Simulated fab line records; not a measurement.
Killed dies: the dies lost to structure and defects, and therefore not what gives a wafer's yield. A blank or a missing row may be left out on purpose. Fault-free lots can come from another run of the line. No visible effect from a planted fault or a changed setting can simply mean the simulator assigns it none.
A lot that was struck, set against a sound lot + flow nand harc + 15 out of 1302 route steps
Sound: wafers L164.3, L164.5, L164.6. Struck: wafer L172.4 (left out: L172.3, a lot-mate that was not struck); the cause follows at the end.
For every step that has rows: the tool of each side, followed by ch and its chambers, followed by its first start. Under that, the readings that differ: sound wafers + struck wafers + difference of the means + sigmas: that difference in standard deviations of wafers without a fault.
alike: same words and numbers on both sides, and readings whose means sit less than 2 such deviations apart. not compared: any withheld reading, any reading some wafer has no value for, any bound like >300 that may hide the same value, and any number with overlapping values for which the record gives no deviation.
A row with sigmas, a row that says differs or no value, or rows on one side alone: a step with any of these is where the two part. Numbers that don't overlap but have no deviation are shown without sigmas and don't part them. A reading that every wafer of one side lacks parts them only if that side has two wafers or more.

first, 6 steps without rows for these wafers: NHARC_A_CONTACT_COAT_02 (resist thk 90 nm); NHARC_A_CONTACT_SOFTBAKE_03 (time 55 s); NHARC_A_CONTACT_EBR_04; NHARC_A_CONTACT_EXPOSE_05 (exposes mask A CC); NHARC_A_CONTACT_PEB_06 (peb time 65 s); NHARC_A_CONTACT_DEVELOP_07 (develop time 35 s).
NHARC_A_CONTACT_CD_MEAS_08 targets a cd of 200 nm.
  sound on cd sem-01 ch 0, day 23 05:07; struck on cd sem-02 ch 0, day 27 00:11
  alike: cd nm
NHARC_A_CONTACT_OVL_MEAS_09:
  struck on overlay-02, day 27 00:16; sound on overlay-02, day 23 05:12
  alike: overlay x nm, overlay y nm
NHARC_A_CONTACT_INSPECT_10:
  struck on defect inspect-01, day 27 00:19; sound on defect inspect-02, day 23 05:14
  alike: raw defect count
NHARC_A_CONTACT_DESCUM_13: chemistry O2, time 3 s.
  sound on rie diel-08 ch 0,1, day 23 05:18; struck on rie diel-04 ch 3, day 27 00:23
| reading      | sound          | struck | difference | sigmas |
|--------------|----------------|--------|------------|--------|
| rf vpp V (V) | 57.3 57.0 58.8 | 59.6   | +1.9       | +2     |
  alike: drypump motor current A, oes product au, showerhead plenum p Torr, throttle valve pct
  not compared: rf hours counter h
NHARC_A_CONTACT_ETCH_88: etches the open film in CF4, target depth 39 nm, time 65 s.
  sound on rie diel-08 ch 0,2,3, day 23 05:25; struck on rie diel-04 ch 2, day 27 00:28
  alike: drypump motor current A, oes product au, rf vpp V, run length s, showerhead plenum p Torr, throttle valve pct
  not compared: rf hours counter h
NHARC_A_CONTACT_ETCH_89: etches the open film in N2/H2, target depth 260 nm, time 475.3 s.
  sound: rie diel-08 ch 0,2,3; struck: rie diel-04 ch 3
  alike: drypump motor current A, oes product au, rf vpp V, run length s, showerhead plenum p Torr, throttle valve pct
  not compared: rf hours counter h
NHARC_A_CONTACT_ETCH_30: etches the open film in CF4/CHF3, target depth 72.6 nm, time 36.3 s.
  sound on rie diel-08 ch 0,1,3, day 23 06:01; struck on rie diel-04 ch 3, day 27 00:53
| reading          | sound          | struck | difference | sigmas |
|------------------|----------------|--------|------------|--------|
| run length s (s) | 58.5 57.4 56.7 | 49.4   | -8.1       | -17    |
  alike: drypump motor current A, oes product au, rf vpp V, showerhead plenum p Torr, throttle valve pct
  not compared: rf hours counter h
NHARC_A_CONTACT_ETCH_31: etches the open film in O2/COS, target depth 2800 nm, time 728 s.
  sound: rie diel-08 ch 0,2,3; struck: rie diel-04 ch 3
| reading                | sound                | struck | difference | sigmas |
|------------------------|----------------------|--------|------------|--------|
| throttle valve pct (%) | 28.323 28.326 28.317 | 28.340 | +0.018     | +2     |
  alike: drypump motor current A, oes product au, rf vpp V, run length s, showerhead plenum p Torr
  not compared: rf hours counter h
then, 1 step without rows for these wafers: NHARC_END_SORT_01.

== WHERE THEY PART ==
First at NHARC_A_CONTACT_DESCUM_13; last, within this record, at NHARC_A_CONTACT_ETCH_31.

WHY: what had been put in by the simulator
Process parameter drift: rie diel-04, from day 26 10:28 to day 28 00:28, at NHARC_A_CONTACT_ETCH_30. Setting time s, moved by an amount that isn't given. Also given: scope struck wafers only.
